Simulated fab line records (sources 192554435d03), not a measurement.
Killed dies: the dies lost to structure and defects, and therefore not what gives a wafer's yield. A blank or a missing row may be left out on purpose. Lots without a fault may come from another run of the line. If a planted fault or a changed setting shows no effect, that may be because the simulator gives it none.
Tool commonality check / flow n5Finfet / Lots sampled 7, wafers sampled 21

## REASON FOR OPENING
Flagged at N5_BEOL_M8_CD_MEAS_11: reading cdNm, on 2 of 7 lots. No-fault wafers: 38.4 nm, standard deviation 0.77.
Rule: a lot is flagged when every wafer of it that has a number lies more than 4 standard deviations from that mean, or none has a number. The rest of the lots are taken to be sound.

lot=L161; measured=day 9 17:05; on=cdSem-03; cdNm (nm), wafer by wafer=39.4 39.5 39.3; flag=
lot=L167; measured=day 10 17:59; on=cdSem-03; cdNm (nm), wafer by wafer=43.7 43.4 43.0; flag=FLAGGED
lot=L170; measured=day 11 16:20; on=cdSem-03; cdNm (nm), wafer by wafer=42.1 42.6 43.6; flag=FLAGGED
lot=L171; measured=day 11 21:08; on=cdSem-02; cdNm (nm), wafer by wafer=37.8 38.9 38.5; flag=
lot=L173; measured=day 12 12:22; on=cdSem-01; cdNm (nm), wafer by wafer=37.7 37.9 37.1; flag=
lot=L175; measured=day 12 21:02; on=cdSem-01; cdNm (nm), wafer by wafer=38.7 38.7 40.1; flag=
lot=L177; measured=day 13 12:00; on=cdSem-03; cdNm (nm), wafer by wafer=37.3 37.5 38.1; flag=
On average the flagged lots' numbers are 43.1 nm, which is +4.7 nm against the usual, or +6 standard deviations.

## WHICH TOOL EACH LOT WENT THROUGH
The record keeps 1 process step preceding the reading, out of 1938 steps on the route. Read each cell as the tool, then ch plus the chambers that the sampled wafers visited, then the start.
lot=L161; flag=; N5_BEOL_M8_EXPOSE_08=arfiScanner-01 ch 0, day 9 16:58
lot=L167; flag=FLAGGED; N5_BEOL_M8_EXPOSE_08=arfiScanner-01 ch 0, day 10 17:52
lot=L170; flag=FLAGGED; N5_BEOL_M8_EXPOSE_08=arfiScanner-01 ch 0, day 11 16:13
lot=L171; flag=; N5_BEOL_M8_EXPOSE_08=arfiScanner-02 ch 0, day 11 21:01
lot=L173; flag=; N5_BEOL_M8_EXPOSE_08=arfiScanner-02 ch 0, day 12 12:14
lot=L175; flag=; N5_BEOL_M8_EXPOSE_08=arfiScanner-02 ch 0, day 12 20:54
lot=L177; flag=; N5_BEOL_M8_EXPOSE_08=arfiScanner-03 ch 0, day 13 11:53
What the steps here do:
- N5_BEOL_M8_EXPOSE_08: exposes mask M8.
- N5_BEOL_M8_CD_MEAS_11: target cd 38.5 nm.

## FLAGGED OVER TOTAL, TOOL BY TOOL (the gauges that took the reading come last)
step=N5_BEOL_M8_EXPOSE_08; tool=arfiScanner-01; lots run=3; flagged=2; share of the flagged lots=all; sound lots run after its first flagged lot=0
step=N5_BEOL_M8_EXPOSE_08; tool=arfiScanner-02; lots run=3; flagged=0; share of the flagged lots=none; sound lots run after its first flagged lot=-
step=N5_BEOL_M8_EXPOSE_08; tool=arfiScanner-03; lots run=1; flagged=0; share of the flagged lots=none; sound lots run after its first flagged lot=-
step=N5_BEOL_M8_CD_MEAS_11; tool=cdSem-01; lots run=2; flagged=0; share of the flagged lots=none; sound lots run after its first flagged lot=-
step=N5_BEOL_M8_CD_MEAS_11; tool=cdSem-02; lots run=1; flagged=0; share of the flagged lots=none; sound lots run after its first flagged lot=-
step=N5_BEOL_M8_CD_MEAS_11; tool=cdSem-03; lots run=4; flagged=2; share of the flagged lots=all; sound lots run after its first flagged lot=1 (L177)

## WHAT IS ALLOWED BY THE TABLE
Every flagged lot went through 2 rows of the table: arfiScanner-01 at N5_BEOL_M8_EXPOSE_08 and cdSem-03 at N5_BEOL_M8_CD_MEAS_11.
- arfiScanner-01 at N5_BEOL_M8_EXPOSE_08: 2 of its 3 lots flagged. Last sound lot L161 at day 9 16:58, first flagged lot L167 at day 10 17:52; a fault beginning in between fits. Its own readings lie more than 4 standard deviations out on every wafer of the flagged lots: exposureDoseMJCm2.
- cdSem-03 at N5_BEOL_M8_CD_MEAS_11: 2 of its 4 lots flagged. After the first flagged lot (L177), sound lots still ran on it; a lasting fault on the whole tool would not permit that.
Just one tool remains: arfiScanner-01 at N5_BEOL_M8_EXPOSE_08.

## WHAT THE SIMULATOR HAD PUT IN
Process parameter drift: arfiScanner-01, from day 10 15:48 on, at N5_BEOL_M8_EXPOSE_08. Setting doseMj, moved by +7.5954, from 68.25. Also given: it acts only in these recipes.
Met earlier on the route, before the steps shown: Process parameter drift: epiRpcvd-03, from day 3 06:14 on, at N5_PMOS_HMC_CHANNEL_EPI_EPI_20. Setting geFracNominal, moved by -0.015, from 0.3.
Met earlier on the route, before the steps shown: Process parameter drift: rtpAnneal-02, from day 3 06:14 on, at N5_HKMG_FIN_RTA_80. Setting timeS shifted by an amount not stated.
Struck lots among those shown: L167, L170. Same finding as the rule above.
